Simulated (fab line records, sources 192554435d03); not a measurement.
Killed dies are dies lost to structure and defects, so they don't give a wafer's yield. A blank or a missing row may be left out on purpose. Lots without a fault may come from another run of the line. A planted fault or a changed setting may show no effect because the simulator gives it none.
Split-lot experiment | flow n5_finfet | 7 lots, 21 wafers read, on a route of 1938 steps

THE SPLIT
At N5_BEOL_M5_TRENCH_ETCH_37 (etches SiCOH lowk in C4F6/O2, target depth 71.652 nm, time 24.7 s), the setting time_s was moved away from the recipe's 24.7 s on 5 of the 21 wafers read, by -21.0% to +12.0%. The other wafers ran this setting at the recipe's value.

FROM THE SPLIT TO THE READING: what the file shows between them, 13 steps
- N5_BEOL_M5_ETCH_41: etches SiCN in CH3F/O2, target depth 31.5 nm, time 56.7 s
- N5_BEOL_M5_STRIP_91: strips in N2/H2, time 10 s
- N5_BEOL_M5_OCD_MEAS_38
- N5_BEOL_M5_HM_STRIP_39: strips TiN in peroxide tin strip, target depth 25 nm, time 158 s
- N5_BEOL_M5_SRD_40: time 30 s
- N5_BEOL_M5_ECD_50: material Cu, target thk 300 nm
- N5_BEOL_M5_ANNEAL_51: time 90 s
- N5_BEOL_M5_CMP_52: polishes, stops on SiCOH lowk, t overpolish 6.9 s, target thk 62 nm
- N5_BEOL_M5_THK_MEAS_53: measures by xrf
- N5_BEOL_M5_PRE_CLEAN_77: time 15 s
- N5_BEOL_M5_CO_CAP_78: material Co, precursor CCTBA/H2, target thk 2 nm, time 102.1 s
- N5_BEOL_M5_PRE_CLEAN_55: time 15 s
- N5_BEOL_M5_DEP_56: deposits SiCN from 3MS/NH3, target thk 8 nm, time 14 s

THE READING
M5_RS, in ohm/sq, at N5_BEOL_M5_RS_MEAS_57 (measures by four-point-probe). Fault-free wafers of this fab line usually give 0.385 ohm/sq, standard deviation 0.01 ohm/sq.

wafer  | tool, chamber at the split | time_s as run, s | against the recipe | M5_RS, ohm/sq | against lot-mates on the recipe
L075.4 | rie_diel-04, 2             | 24.7             | recipe             | 0.389         | -
L075.5 | rie_diel-04, 1             | 24.7             | recipe             | 0.381         | -
L075.6 | rie_diel-04, 2             | 24.7             | recipe             | 0.387         | -
L077.1 | rie_diel-01, 3             | 24.7             | recipe             | 0.380         | -
L077.2 | rie_diel-01, 2             | 24.7             | recipe             | 0.389         | -
L077.5 | rie_diel-01, 1             | 20.94            | -15.2%             | 0.501         | +0.116
L078.1 | rie_diel-01, 3             | 24.7             | recipe             | 0.388         | -
L078.4 | rie_diel-01, 2             | 24.7             | recipe             | 0.388         | -
L078.5 | rie_diel-01, 1             | 27.67            | +12.0%             | 0.341         | -0.047
L076.1 | rie_diel-01, 0             | 24.7             | recipe             | 0.389         | -
L076.3 | rie_diel-01, 1             | 24.7             | recipe             | 0.394         | -
L076.6 | rie_diel-01, 0             | 24.7             | recipe             | 0.393         | -
L092.3 | rie_diel-06, 3             | 24.7             | recipe             | 0.394         | -
L092.4 | rie_diel-06, 0             | 24.7             | recipe             | 0.376         | -
L092.5 | rie_diel-06, 2             | 24.7             | recipe             | 0.368         | -
L095.3 | rie_diel-01, 0             | 24.7             | recipe             | 0.392         | -
L095.4 | rie_diel-01, 3             | 19.51            | -21.0%             | 0.534         | +0.149
L095.5 | rie_diel-01, 3             | 24.7             | recipe             | 0.378         | -
L096.1 | rie_diel-01, 0             | 24.7             | recipe             | 0.370         | -
L096.2 | rie_diel-01, 3             | 20.72            | -16.1%             | 0.481         | +0.111
L096.4 | rie_diel-01, 1             | 20.72            | -16.1%             | 0.476         | +0.106

THE FIT
A straight line over all 21 wafers: M5_RS changes by -0.0062 ohm/sq for each +1% of time_s; r = -0.97; the points scatter about the line by 0.012 ohm/sq.
The same after taking each lot's own level away (the mean of its wafers on the recipe; 21 wafers): -0.00658 ohm/sq for each +1%; r = -0.98; scatter 0.0097 ohm/sq.
On that fit, the largest move of time_s shifts the reading by 0.14 ohm/sq.
The lots' own levels span 0.3700 to 0.3920 ohm/sq, that is 2.2 times the standard deviation above.
So the lot-to-lot level changes the slope little: the two slopes agree.
Check: with one of the wafers moved furthest among these (-21.0%) left out of the fit, the line predicts +0.137 ohm/sq for it against its lot-mates. It came out at +0.149 ohm/sq against them.

OTHER SPLITS ON THESE WAFERS
These wafers also went through other splits before the reading. Each is held against what the fit with the lots' levels taken away leaves over:
other split on the same wafers | wafers away from the commonest value | r with M5_RS (lot level and that fit taken away)
N5_BEOL_M5_ETCH_68 time_s      | 6                                    | -0.06

THE WHOLE CHAIN: every reading that the file lists as answering this split, in the file's order
step                      | what it does                                                        | reading                                                                      | change (the file's fit)               | r (the file's)
N5_BEOL_M5_TRENCH_ETCH_37 | etches SiCOH lowk in C4F6/O2, target depth 71.652 nm, time 24.7 s   | etch.depth_nm (the simulator's own value, which no gauge read)               | +0.706 nm for each +1% of the setting | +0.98
N5_BEOL_M5_TRENCH_ETCH_37 | etches SiCOH lowk in C4F6/O2, target depth 71.652 nm, time 24.7 s   | BEOL_M5.feature_depth_nm (the simulator's own value, which no gauge read)    | +0.705 nm for each +1% of the setting | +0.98
N5_BEOL_M5_OCD_MEAS_38    |                                                                     | trench_depth_nm                                                              | +0.691 nm for each +1% of the setting | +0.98
N5_BEOL_M5_CMP_52         | polishes, stops on SiCOH lowk, t overpolish 6.9 s, target thk 62 nm | Cu_of_BEOL_M5_ECD_50.thk_nm (the simulator's own value, which no gauge read) | +0.709 nm for each +1% of the setting | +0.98
N5_BEOL_M5_THK_MEAS_53    | measures by xrf                                                     | M5_THK                                                                       | +0.717 for each +1% of the setting    | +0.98
N5_BEOL_M5_RS_MEAS_57     | measures by four-point-probe                                        | M5_RS                                                                        | -0.00669 for each +1% of the setting  | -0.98

THE FILE'S OWN FIT
M5_RS changes by -0.00669 ohm/sq for each +1% of time_s, r = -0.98.
